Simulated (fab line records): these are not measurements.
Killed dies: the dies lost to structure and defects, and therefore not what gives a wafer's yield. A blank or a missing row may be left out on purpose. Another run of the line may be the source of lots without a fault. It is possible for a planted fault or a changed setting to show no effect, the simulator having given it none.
fab line records	flow n5_finfet
record lots=7	wafers=21
route steps=1938 shown BEOL_M4@1037 BEOL_M5@1116 BEOL_M6@1224
start_h: start of the lot's first displayed wafer, in hours after the record's first day	wait_h: hours elapsed since this lot's preceding step	" identical to the entry in the row above	L1.1+2: several wafers, shown together as one row	- value missing, or start not given	* or withheld: withheld	< > ~ a bound
route shown NAME@n: a module of which the file shows steps, and the number in the route of the first	usual: mean/standard deviation taken from wafers without a fault	same: alike in all rows	chamber/n: place in a boat	sites: per-site readings	_std_site: how widely they spread, as a standard deviation	_edge_site: the outer-site mean with the inner-site mean subtracted	radius_mm: how far each site lies from the wafer's centre	mask NAME#n: copy n	behind: the last tool/chamber to shape the wafer	hold: reason for holding the lot/hours on hold/outcome of the hold	device: transistor that didn't switch, given as n, p or np	end of line: at the end of the route, the tests of the same wafers	step lacking rows: just its recipe	killed: at the first sort, the dies lost to defects and structure; wafer yield is something else	map: the dies of a wafer, with x for killed, . for not killed, _ for no die there
set.NAME: the run value of the setting; set.NAME@STEP: its run value at that earlier step	model.NAME: the simulator's own value behind a step, which no gauge read
lots whose settings were changed on purpose; a table a step, a row a wafer
## steps
# step N5_BEOL_M4_DESCUM_16
# recipe chemistry=O2	time_s=7	source_power_w=50	bias_power_w=20	pressure_mtorr=20	rf_frequency_hz=2.712e+07	temp_c=40	resist=CAR-EUV	o2_flow_sccm=225
lot.wafer	tool	chamber	start_h	wait_h	set.time_s	model.CAR-EUV_of_BEOL_M4_COAT_05.thk_nm
L077.1	rie_diel-02	2	169.39	0.3	7	26.4
L077.2	"	3	"	"	6.343	26.6
L077.5	"	0	"	"	7	26.2
L078.1	rie_diel-01	2	186.56	0.0	7	26.2
L078.5	"	2	"	"	7	26
L078.6	"	3	"	"	5.463	26.8
L081.3+4+5	rie_diel-01	1,3,0	199.18	0.2	7	26
L083.1	rie_diel-01	2	213.83	0.1	7	26
L083.3+4	"	1,0	"	"	8.39	25.4
L087.2	rie_diel-01	0	250.49	0.0	5.675	26.6
L087.3+4	"	3,1	"	"	7	26
L091.3	rie_diel-02	2	269.80	1.3	7	26.4
L091.4	"	0	"	"	7	26
L091.6	"	1	"	"	7	26.2
L096.2	rie_diel-04	0	311.47	0.3	6.534	26.6
L096.3+5	"	1	"	"	6.534	26.4
# step N5_BEOL_M4_ETCH_74
# recipe chemistry=N2/H2	target=underlayer	target_depth_a=65	mask_material=CAR-EUV	time_s=5.2	ion_energy_ev=200	pressure_mtorr=30	source_w=840	bias_w=150	n2_flow_sccm=200	h2_flow_sccm=200	ends=cleared
lot.wafer	tool	chamber	start_h	wait_h	set.time_s@BEOL_M4_DESCUM_16	model.CAR-EUV_of_BEOL_M4_COAT_05.thk_nm
L077.1	rie_diel-02	2	169.43	0.0	7	20.6
L077.2	"	3	"	"	6.343	21
L077.5	"	0	"	"	7	20.4
L078.1+5	rie_diel-01	2	186.60	0.0	7	20.4
L078.6	"	3	"	"	5.463	21
L081.3+5	rie_diel-01	1,0	199.22	0.0	7	20.4
L081.4	"	3	"	"	7	20.2
L083.1	rie_diel-01	2	213.86	0.0	7	20.4
L083.3	"	1	"	"	8.39	19.8
L083.4	"	0	"	"	8.39	19.6
L087.2	rie_diel-01	0	250.53	0.0	5.675	21
L087.3	"	3	"	"	7	20.2
L087.4	"	1	"	"	7	20.6
L091.3	rie_diel-02	2	269.83	0.0	7	20.6
L091.4+6	"	0,1	"	"	7	20.4
L096.2	rie_diel-04	0	311.50	0.0	6.534	20.8
L096.3+5	"	1	"	"	6.534	20.6
# step N5_BEOL_M4_ETCH_63
# recipe chemistry=CF4	target=SiARC	target_depth_a=156	mask_material=CAR-EUV	time_s=26	ion_energy_ev=80	pressure_mtorr=40	source_w=545	bias_w=36	Ar_flow_sccm=100	cf4_flow_sccm=100	ends=cleared
lot.wafer	tool	chamber	start_h	wait_h	set.time_s@BEOL_M4_DESCUM_16	model.CAR-EUV_of_BEOL_M4_COAT_05.thk_nm
L077.1	rie_diel-02	2	169.44	0.0	7	11.4
L077.2	"	3	"	"	6.343	11.8
L077.5	"	0	"	"	7	11.2
L078.1+5	rie_diel-01	2	186.61	0.0	7	11.2
L078.6	"	3	"	"	5.463	11.8
L081.3+5	rie_diel-01	1,0	199.23	0.0	7	11.2
L081.4	"	3	"	"	7	11
L083.1	rie_diel-01	2	213.88	0.0	7	11.2
L083.3	"	1	"	"	8.39	10.6
L083.4	"	0	"	"	8.39	10.4
L087.2	rie_diel-01	0	250.54	0.0	5.675	11.8
L087.3	"	3	"	"	7	11
L087.4	"	1	"	"	7	11.2
L091.3	rie_diel-02	2	269.85	0.0	7	11.4
L091.4+6	"	0,1	"	"	7	11.2
L096.2	rie_diel-04	0	311.52	0.0	6.534	11.6
L096.3+5	"	1	"	"	6.534	11.4
# step N5_BEOL_M5_HM_DEP_02
# recipe material=TiN	target_thk_a=200	temp_c=25	chamber_pressure_pa=0.49996
lot.wafer	tool	chamber	start_h	wait_h	set.target_thk_a	model.TiN_of_BEOL_M5_HM_DEP_02.thk_nm
L077.1	pvd_sputter-03	-	179.91	2.7	200	19.8
L077.2+5	"	-	"	"	180.4	17.8
L078.1+6	pvd_sputter-02	-	196.39	0.2	192.7	19.2
L078.5	"	-	"	"	192.7	19
L081.3	pvd_sputter-02	-	217.24	1.4	200	19.6
L081.4+5	"	-	"	"	200	20
L083.1	pvd_sputter-02	-	226.06	1.6	216.8	21.4
L083.3	"	-	"	"	216.8	22
L083.4	"	-	"	"	200	20.2
L087.2	pvd_sputter-03	-	258.82	0.9	216.5	21.6
L087.3	"	-	"	"	216.5	21.4
L087.4	"	-	"	"	200	20
L091.3+4	pvd_sputter-01	-	284.21	2.5	191.8	19.4
L091.6	"	-	"	"	191.8	19.2
L096.2	pvd_sputter-01	-	320.02	1.2	200	20
L096.3	"	-	"	"	177.3	17.8
L096.5	"	-	"	"	200	19.8
# step N5_BEOL_M5_COAT_59
# recipe resist=SOC	temp_c=250	time_s=60	spin_rpm=1500	resist_thk_nm=60
# step N5_BEOL_M5_COAT_60
# recipe resist=SiARC	temp_c=220	time_s=60	spin_rpm=1500	resist_thk_nm=12
# step N5_BEOL_M5_STRIP_73
# recipe chemistry=N2/H2	temp_c=40	n2_flow_sccm=200	h2_flow_sccm=200	rf_frequency_hz=6e+07
# step N5_BEOL_M5_STRIP_64
# recipe chemistry=CF4	resist=SiARC	power_w=300	bias_power_w=75	pressure_mtorr=50	cf4_flow_sccm=150	rf_frequency_hz=6e+07
# step N5_BEOL_M5_HM_OPEN_17
# recipe chemistry=Cl2/BCl3	target_depth_a=200	overetch_a=60	target=TiN	mask_material=SOC	ion_energy_ev=150	pressure_mtorr=10	icp_w=1000	bias_w=126	Cl2_flow_sccm=53.25	bcl3_flow_sccm=21.75	Ar_flow_sccm=25
lot.wafer	tool	chamber	start_h	wait_h	set.target_thk_a@BEOL_M5_HM_DEP_02	model.etch.depth_nm
L077.1	rie_metal-03	1	180.80	0.0	200	19.73
L077.2	"	0	"	"	180.4	17.72
L077.5	"	0	"	"	180.4	17.78
L078.1	rie_metal-03	0	197.28	0.0	192.7	19.21
L078.5	"	1	"	"	192.7	18.98
L078.6	"	0	"	"	192.7	19.15
L081.3	rie_metal-03	1	218.03	0.1	200	19.69
L081.4	"	0	"	"	200	20.09
L081.5	"	0	"	"	200	20.07
L083.1	rie_metal-03	1	227.05	0.0	216.8	21.34
L083.3	"	0	"	"	216.8	22.07
L083.4	"	1	"	"	200	20.18
L087.2	rie_metal-03	0	259.71	0.0	216.5	21.5
L087.3	"	0	"	"	216.5	21.41
L087.4	"	1	"	"	200	19.92
L091.3	rie_metal-03	1	285.12	0.1	191.8	19.33
L091.4	"	0	"	"	191.8	19.5
L091.6	"	0	"	"	191.8	19.26
L096.2	rie_metal-03	0	320.78	0.0	200	19.94
L096.3	"	1	"	"	177.3	17.82
L096.5	"	1	"	"	200	19.72
# step N5_BEOL_M5_TRENCH_ETCH_37
# recipe chemistry=C4F6/O2	target_depth_a=716.52	target=SiCOH_lowk	time_s=24.7	ion_energy_ev=250	pressure_mtorr=30	source_w=345	bias_w=185	Ar_flow_sccm=300	C4F6_flow_sccm=10	O2_flow_sccm=10
lot.wafer	tool	chamber	start_h	wait_h	set.time_s	model.etch.depth_nm	model.BEOL_M5.feature_depth_nm
L077.1	rie_diel-03	2	-	-	24.7	69.73	69.8
L077.2	"	1	"	"	24.7	71.06	71
L077.5	"	0	"	"	24.7	70.48	70.4
L078.1	rie_diel-03	2	-	-	24.7	70.03	70
L078.5	"	2	"	"	27.07	76.64	76.6
L078.6	"	3	"	"	24.7	70.34	70.4
L081.3	rie_diel-03	1	-	-	24.7	71.57	71.6
L081.4	"	3	"	"	24.7	70.31	70.4
L081.5	"	2	"	"	24.7	69.42	69.4
L083.1	rie_diel-03	0	-	-	30.18	87.69	87.6
L083.3	"	2	"	"	30.18	85.23	85.2
L083.4	"	3	"	"	30.18	86.31	86.4
L087.2	rie_diel-05	1	-	-	21.15	60.93	61
L087.3	"	0	"	"	24.7	74.68	74.6
L087.4	"	3	"	"	21.15	60.91	61
L091.3	rie_diel-06	1	-	-	24.7	72.56	72.6
L091.4	"	2	"	"	24.7	73.39	73.4
L091.6	"	1	"	"	24.7	72.43	72.4
L096.2	rie_diel-03	2	-	-	24.7	68.93	69
L096.3	"	0	"	"	24.7	69.14	69.2
L096.5	"	0	"	"	24.7	69.58	69.6
# step N5_BEOL_M5_ETCH_41
# recipe chemistry=CH3F/O2	target=SiCN	target_depth_a=315	taper_deg=2	time_s=56.7	ion_energy_ev=120	mask_material=TiN	pressure_mtorr=30	source_w=395	bias_w=75	Ar_flow_sccm=150	CH3F_flow_sccm=30	O2_flow_sccm=20
# usual rf_vpp_V=297.8/1.5
lot.wafer	tool	chamber	start_h	wait_h	set.source_w	rf_vpp_V	model.etch.depth_nm
L077.1	rie_diel-03	2	-	-	455.7	283.1	21.96
L077.2	"	1	"	"	455.7	284.7	22.43
L077.5	"	0	"	"	395	300.6	21.14
L078.1	rie_diel-03	2	-	-	445.9	286.1	21.87
L078.5	"	2	"	"	395	299.4	20.95
L078.6	"	3	"	"	445.9	287.0	22.13
L081.3	rie_diel-03	1	-	-	395	297.8	21.49
L081.4	"	3	"	"	395	298.6	20.94
L081.5	"	2	"	"	395	297.2	20.77
L083.1	rie_diel-03	0	-	-	395	298.0	21.03
L083.3	"	2	"	"	363.5	307.5	20.23
L083.4	"	3	"	"	395	299.0	21.04
L087.2	rie_diel-05	1	-	-	395	299.6	20.92
L087.3	"	0	"	"	462.9	285.2	23.8
L087.4	"	3	"	"	395	296.8	21.61
L091.3	rie_diel-06	1	-	-	395	297.4	21.64
L091.4	"	2	"	"	395	295.2	21.73
L091.6	"	1	"	"	395	299.4	21.31
L096.2	rie_diel-03	2	-	-	395	298.3	20.84
L096.3	"	0	"	"	395	299.2	21.32
L096.5	"	0	"	"	439.1	288.2	21.94
# step N5_BEOL_M5_STRIP_91
# recipe chemistry=N2/H2	time_s=10	power_w=450	temp_c=40	pressure_mtorr=20	rf_frequency_hz=6e+07	bias_power_w=7	n2_flow_sccm=200	h2_flow_sccm=200
# step N5_BEOL_M5_OCD_MEAS_38
# usual trench_depth_nm=71.0/1.3
lot.wafer	tool	chamber	start_h	wait_h	set.time_s@BEOL_M5_TRENCH_ETCH_37	trench_depth_nm
L077.1	ocd-02	-	182.09	-	24.7	69.9
L077.2	"	-	"	"	24.7	71.5
L077.5	"	-	"	"	24.7	70.1
L078.1	ocd-01	-	198.44	-	24.7	69.8
L078.5	"	-	"	"	27.07	77.3
L078.6	"	-	"	"	24.7	70.0
L081.3	ocd-02	-	219.20	-	24.7	71.7
L081.4	"	-	"	"	24.7	70.3
L081.5	"	-	"	"	24.7	69.0
L083.1	ocd-01	-	230.15	-	30.18	88.1
L083.3	"	-	"	"	30.18	85.7
L083.4	"	-	"	"	30.18	86.1
L087.2	ocd-02	-	261.01	-	21.15	61.0
L087.3	"	-	"	"	24.7	74.8
L087.4	"	-	"	"	21.15	60.8
L091.3	ocd-01	-	286.61	-	24.7	72.1
L091.4	"	-	"	"	24.7	73.6
L091.6	"	-	"	"	24.7	72.5
L096.2	ocd-01	-	323.02	-	24.7	68.7
L096.3	"	-	"	"	24.7	69.2
L096.5	"	-	"	"	24.7	69.6
# step N5_BEOL_M5_HM_STRIP_39
# recipe chemistry=peroxide_tin_strip	material=TiN	target_depth_a=250	temp_c=50	time_s=158
# step N5_BEOL_M5_SRD_40
# recipe time_s=30	temp_c=23	rinse_liquid=diw	dry=ipa_marangoni
# step N5_BEOL_M5_ECD_50
# recipe material=Cu	target_thk_a=3000
# step N5_BEOL_M5_ANNEAL_51
# recipe temp_c=225	time_s=90	ambient=N2
# step N5_BEOL_M5_CMP_52
# recipe stop_on=SiCOH_lowk	t_overpolish_s=6.9	down_force_psi=1	platen_rpm=50	clearing_platen_down_force_psi=1.5	clearing_platen_rpm=50	post_cmp_clean=cu_alkaline	target_thk_nm=62	clearing_platen_pad_velocity_m_s=0.99484	pad_velocity_m_s=0.99484
lot.wafer	tool	chamber	start_h	wait_h	set.time_s@BEOL_M5_TRENCH_ETCH_37	model.Cu_of_BEOL_M5_ECD_50.thk_nm
L077.2	cmp-03	1	188.75	0.3	24.7	63.2
L077.1	"	2	"	"	24.7	58.6
L077.5	"	1	"	"	24.7	63
L078.1	cmp-01	3	205.96	0.4	24.7	61.4
L078.6	"	0	"	"	24.7	61
L078.5	"	1	"	"	27.07	67
L081.3+4	cmp-02	3,2	225.74	0.2	24.7	59.2
L081.5	"	3	"	"	24.7	56.6
L083.3	cmp-01	0	237.12	0.2	30.18	75.4
L083.4	"	1	"	"	30.18	76.2
L083.1	"	3	"	"	30.18	78.4
L087.4	cmp-03	2	268.21	0.1	21.15	50.4
L087.3	"	3	"	"	24.7	64.2
L087.2	"	1	"	"	21.15	53.4
L091.3	cmp-01	0	293.46	0.2	24.7	60.6
L091.4	"	1	"	"	24.7	61.4
L091.6	"	0	"	"	24.7	61.2
L096.3	cmp-03	2	329.36	0.2	24.7	57.4
L096.2	"	0	"	"	24.7	57.2
L096.5	"	2	"	"	24.7	58.2
# step N5_BEOL_M5_THK_MEAS_53
# recipe thk_meas_gauge=xrf	reads=Cu_of_BEOL_M5_ECD_50
# usual M5_THK=61.2/1.8
lot.wafer	tool	chamber	start_h	wait_h	set.time_s@BEOL_M5_TRENCH_ETCH_37	M5_THK[nm]
L077.1	film_metro-01	-	189.00	-	24.7	58.4
L077.2	"	-	"	"	24.7	62.7
L077.5	"	-	"	"	24.7	62.8
L078.1	film_metro-01	-	206.14	-	24.7	61.5
L078.5	"	-	"	"	27.07	67.4
L078.6	"	-	"	"	24.7	61.7
L081.3	film_metro-01	-	226.03	-	24.7	59.7
L081.4	"	-	"	"	24.7	59.6
L081.5	"	-	"	"	24.7	57.2
L083.1	film_metro-01	-	237.42	-	30.18	79.4
L083.3	"	-	"	"	30.18	76.2
L083.4	"	-	"	"	30.18	77.3
L087.2	film_metro-01	-	268.51	-	21.15	53.7
L087.3	"	-	"	"	24.7	64.6
L087.4	"	-	"	"	21.15	50.8
L091.3	film_metro-02	-	293.76	-	24.7	60.4
L091.4	"	-	"	"	24.7	61.5
L091.6	"	-	"	"	24.7	60.9
L096.2	film_metro-01	-	329.66	-	24.7	57.2
L096.3	"	-	"	"	24.7	57.6
L096.5	"	-	"	"	24.7	58.3
# step N5_BEOL_M5_PRE_CLEAN_77
# recipe gas=NH3/H2	time_s=15	temp_c=*	rf_power_w=300
# step N5_BEOL_M5_CO_CAP_78
# recipe material=Co	target_thk_a=20	temp_c=200	precursor=CCTBA/H2	pressure_torr=30	time_s=102.1
# step N5_BEOL_M5_PRE_CLEAN_55
# recipe gas=NH3	time_s=15	temp_c=withheld	rf_power_w=300
# step N5_BEOL_M5_DEP_56
# recipe material=SiCN	target_thk_a=80	temp_c=withheld	precursor=3MS/NH3	pressure_torr=3	rf_w=202	time_s=14
# step N5_BEOL_M5_RS_MEAS_57
# recipe thk_meas_gauge=four-point-probe	reads=Co_of_BEOL_M5_CO_CAP_78+Cu_of_BEOL_M5_ECD_50+Co_of_BEOL_M5_CVD_47+TaN_of_BEOL_M5_ALD_86
# usual M5_RS=0.396/0.015
lot.wafer	tool	chamber	start_h	wait_h	set.time_s@BEOL_M5_TRENCH_ETCH_37	M5_RS[ohm/sq]
L077.1	film_metro-02	-	189.30	0.1	24.7	0.413
L077.2	"	-	"	"	24.7	0.378
L077.5	"	-	"	"	24.7	0.379
L078.1	film_metro-01	-	206.40	0.0	24.7	0.392
L078.5	"	-	"	"	27.07	0.352
L078.6	"	-	"	"	24.7	0.395
L081.3	film_metro-02	-	226.32	0.1	24.7	0.408
L081.4	"	-	"	"	24.7	0.408
L081.5	"	-	"	"	24.7	0.431
L083.1	film_metro-01	-	237.73	0.0	30.18	0.292
L083.3	"	-	"	"	30.18	0.306
L083.4	"	-	"	"	30.18	0.302
L087.2	film_metro-02	-	268.77	0.1	21.15	0.464
L087.3	"	-	"	"	24.7	0.370
L087.4	"	-	"	"	21.15	0.499
L091.3	film_metro-02	-	294.02	0.1	24.7	0.398
L091.4	"	-	"	"	24.7	0.390
L091.6	"	-	"	"	24.7	0.393
L096.2	film_metro-01	-	330.01	0.1	24.7	0.426
L096.3	"	-	"	"	24.7	0.425
L096.5	"	-	"	"	24.7	0.417
# step N5_BEOL_M6_EXPOSE_25
# recipe mask_id=V5	na=0.33	source_shape=annular	sigma_inner=0.4	sigma_outer=0.8	polarization=unpolarized	target_cd_nm=40	dose_mj=45
lot.wafer	tool	chamber	start_h	wait_h	mask	set.dose_mj
L077.1+5	euv_scanner-01	0	195.56	-	V5#0	47.71
L077.2	"	0	"	"	V5#0	45
L078.1	euv_scanner-02	0	208.90	-	V5#0	47.87
L078.5+6	"	0	"	"	V5#0	45
L081.3+4+5	euv_scanner-01	0	229.06	-	V5#0	45
L083.1+3+4	euv_scanner-01	0	242.43	-	V5#0	45
L087.2+3+4	euv_scanner-02	0	272.26	-	V5#0	41.66
L091.3+4+6	euv_scanner-01	0	302.26	-	V5#0	45
L096.2+5	euv_scanner-02	0	333.88	-	V5#0	45
L096.3	"	0	"	"	V5#0	42.72
# step N5_BEOL_M6_PEB_26
# recipe peb_temp_c=100	peb_time_s=60	resist=CAR-EUV
# step N5_BEOL_M6_DEVELOP_27
# recipe develop_time_s=30	developer=TMAH	resist=CAR-EUV	rinse_liquid=surfactant_rinse	dry=air_spin	dev_temp_c=23
# step N5_BEOL_M6_CD_MEAS_28
# recipe target_cd_nm=40	landing_energy_ev=500	detector=se_inlens
# usual cd_nm=40.08/0.23
lot.wafer	tool	chamber	start_h	wait_h	set.dose_mj@BEOL_M6_EXPOSE_25	cd_nm
L077.1	cd_sem-02	0	195.70	-	47.71	41.56
L077.2	"	0	"	"	45	40.25
L077.5	"	0	"	"	47.71	41.09
L078.1	cd_sem-03	0	209.04	-	47.87	41.79
L078.5	"	0	"	"	45	40.47
L078.6	"	0	"	"	45	39.81
L081.3	cd_sem-02	0	229.18	-	45	40.22
L081.4	"	0	"	"	45	40.37
L081.5	"	0	"	"	45	39.98
L083.1	cd_sem-01	0	242.57	-	45	40.36
L083.3	"	0	"	"	45	40.06
L083.4	"	0	"	"	45	40.04
L087.2	cd_sem-02	0	272.39	-	41.66	38.56
L087.3	"	0	"	"	41.66	38.36
L087.4	"	0	"	"	41.66	38.44
L091.3	cd_sem-03	0	302.39	-	45	39.83
L091.4	"	0	"	"	45	39.68
L091.6	"	0	"	"	45	40.33
L096.2	cd_sem-01	0	334.00	-	45	40.12
L096.3	"	0	"	"	42.72	38.48
L096.5	"	0	"	"	45	40.35
# step N5_BEOL_M6_DESCUM_33
# recipe chemistry=O2	time_s=7	source_power_w=50	bias_power_w=20	pressure_mtorr=20	rf_frequency_hz=2.712e+07	temp_c=40	resist=CAR-EUV	o2_flow_sccm=225
lot.wafer	tool	chamber	start_h	wait_h	set.dose_mj@BEOL_M6_EXPOSE_25	model.BEOL_M6.cd_nm
L077.1+5	rie_diel-04	1	196.19	0.4	47.71	41.4
L077.2	"	2	"	"	45	40
L078.1	rie_diel-04	3	209.24	0.1	47.87	41.8
L078.5	"	2	"	"	45	40
L078.6	"	1	"	"	45	40.4
L081.3+4+5	rie_diel-01	0,3,0	229.30	0.0	45	40
L083.1	rie_diel-04	0	243.02	0.4	45	40.2
L083.3+4	"	3,1	"	"	45	40.4
L087.2+4	rie_diel-02	1,3	274.06	1.6	41.66	38.4
L087.3	"	2	"	"	41.66	38.6
L091.3+4+6	rie_diel-01	0,1,2	302.77	0.0	45	40
L096.2	rie_diel-04	2	334.16	0.1	45	40
L096.3	"	0	"	"	42.72	39.4
L096.5	"	1	"	"	45	40.4
# step N5_BEOL_M6_ETCH_72
# recipe chemistry=N2/H2	target=underlayer	target_depth_a=65	mask_material=CAR-EUV	time_s=5.2	ion_energy_ev=200	pressure_mtorr=30	source_w=840	bias_w=150	n2_flow_sccm=200	h2_flow_sccm=200	ends=cleared
lot.wafer	tool	chamber	start_h	wait_h	set.dose_mj@BEOL_M6_EXPOSE_25	model.BEOL_M6.cd_nm
L077.1+5	rie_diel-04	1	196.22	0.0	47.71	41.4
L077.2	"	2	"	"	45	40
L078.1	rie_diel-04	3	209.28	0.0	47.87	41.6
L078.5	"	2	"	"	45	40
L078.6	"	1	"	"	45	40.4
L081.3+4+5	rie_diel-01	0,3,0	229.34	0.0	45	40
L083.1	rie_diel-04	0	243.06	0.0	45	40.4
L083.3+4	"	3,1	"	"	45	40.2
L087.2+3+4	rie_diel-02	1,2,3	274.10	0.0	41.66	38.4
L091.3+4+6	rie_diel-01	0,1,2	302.81	0.0	45	40
L096.2	rie_diel-04	2	334.19	0.0	45	40
L096.3	"	0	"	"	42.72	39.4
L096.5	"	1	"	"	45	40.4
## key
split step=N5_BEOL_M4_DESCUM_16	setting=time_s	stated=7	by=wafer
response step=N5_BEOL_M4_DESCUM_16	reading=model.CAR-EUV_of_BEOL_M4_COAT_05.thk_nm	change=-0.0313	per=1%	r=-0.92
response step=N5_BEOL_M4_ETCH_74	reading=model.CAR-EUV_of_BEOL_M4_COAT_05.thk_nm	change=-0.0326	per=1%	r=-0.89
response step=N5_BEOL_M4_ETCH_63	reading=model.CAR-EUV_of_BEOL_M4_COAT_05.thk_nm	change=-0.034	per=1%	r=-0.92
split step=N5_BEOL_M5_HM_DEP_02	setting=target_thk_a	stated=200	by=wafer
response step=N5_BEOL_M5_HM_DEP_02	reading=model.TiN_of_BEOL_M5_HM_DEP_02.thk_nm	change=+0.188	per=1%	r=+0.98
response step=N5_BEOL_M5_HM_OPEN_17	reading=model.etch.depth_nm	change=+0.186	per=1%	r=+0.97
split step=N5_BEOL_M5_TRENCH_ETCH_37	setting=time_s	stated=24.7	by=wafer
response step=N5_BEOL_M5_TRENCH_ETCH_37	reading=model.etch.depth_nm	change=+0.87	per=1%	r=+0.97
response step=N5_BEOL_M5_TRENCH_ETCH_37	reading=model.BEOL_M5.feature_depth_nm	change=+0.86	per=1%	r=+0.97
response step=N5_BEOL_M5_OCD_MEAS_38	reading=trench_depth_nm	change=+0.904	per=1%	r=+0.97
response step=N5_BEOL_M5_CMP_52	reading=model.Cu_of_BEOL_M5_ECD_50.thk_nm	change=+0.778	per=1%	r=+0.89
response step=N5_BEOL_M5_THK_MEAS_53	reading=M5_THK	change=+0.782	per=1%	r=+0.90
response step=N5_BEOL_M5_RS_MEAS_57	reading=M5_RS	change=-0.00669	per=1%	r=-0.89
split step=N5_BEOL_M5_ETCH_41	setting=source_w	stated=395	by=wafer
response step=N5_BEOL_M5_ETCH_41	reading=rf_vpp_V	change=-0.942	per=1%	r=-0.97
response step=N5_BEOL_M5_ETCH_41	reading=model.etch.depth_nm	change=+0.101	per=1%	r=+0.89
split step=N5_BEOL_M6_EXPOSE_25	setting=dose_mj	stated=45	by=wafer
response step=N5_BEOL_M6_CD_MEAS_28	reading=cd_nm	change=+0.253	per=1%	r=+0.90
response step=N5_BEOL_M6_DESCUM_33	reading=model.BEOL_M6.cd_nm	change=+0.221	per=1%	r=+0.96
response step=N5_BEOL_M6_ETCH_72	reading=model.BEOL_M6.cd_nm	change=+0.209	per=1%	r=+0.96
